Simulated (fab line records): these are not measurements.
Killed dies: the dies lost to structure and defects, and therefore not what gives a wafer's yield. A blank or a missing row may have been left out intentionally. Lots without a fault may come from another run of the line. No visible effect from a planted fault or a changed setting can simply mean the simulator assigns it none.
Matching of chambers	flow n5 finfet	N5_BEOL_M11_DEP_56 on pecvd-04 has 3 sister chambers
The step deposits SiCN from 3MS/NH3, target thk 30 nm, time 10.5 s. 6 wafers are shown with their chamber, then 12 later ones without.

== WAFERS PAIRED WITH THEIR CHAMBERS ==
wafer	chamber	showerhead plenum p Torr (Torr)	throttle valve pct (%)
L084.2	0	4.185	18.2
L084.3	2	4.143	17.9
L084.4	1	4.172	18.7
L085.1	1	4.180	18.7
L085.2	2	4.149	18.1
L085.3	0	4.198	18.0

== WAFERS MISSING THEIR CHAMBER ==
wafer	showerhead plenum p Torr (Torr)	throttle valve pct (%)
L086.4	4.155	17.8
L086.5	4.150	17.8
L086.6	4.168	18.8
L090.2	4.179	18.8
L090.3	4.179	17.9
L090.4	4.155	17.9
L091.1	4.144	17.8
L091.3	4.172	18.1
L091.6	4.148	17.9
L094.1	4.173	18.1
L094.2	4.171	18.4
L094.3	4.152	17.8

== WHICH CHAMBER EACH ONE RAN IN ==
wafer	from the rows above	in truth
L086.4	2	2
L086.5	2	2
L086.6	1	1
L090.2	1	1
L090.3	0	0
L090.4	2	2
L091.1	2	2
L091.3	can't be placed: 0 or 2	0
L091.6	2	2
L094.1	can't be placed: 0 or 2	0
L094.2	can't be placed: 1 or 0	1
L094.3	2	2
Correct placement for 9 of the 12. From these rows, 3 cannot be placed; in 3 the true chamber is one of the candidates. Number placed wrongly: 0.
How it was worked out, from the rows above alone: a wafer's distance from a chamber is the root of the sum, over the readings, of the square of ((its reading less the chamber's mean) divided by the reading's scatter). If the next closest chamber is less than 2 further off than the closest, the wafer can't be placed; otherwise it belongs to the closest. The mean given for a chamber averages the wafers shown for that chamber. The scatter: take each reading less its chamber's mean, square it, sum over the shown wafers, divide by the number of wafers less the number of chambers, and take the root.
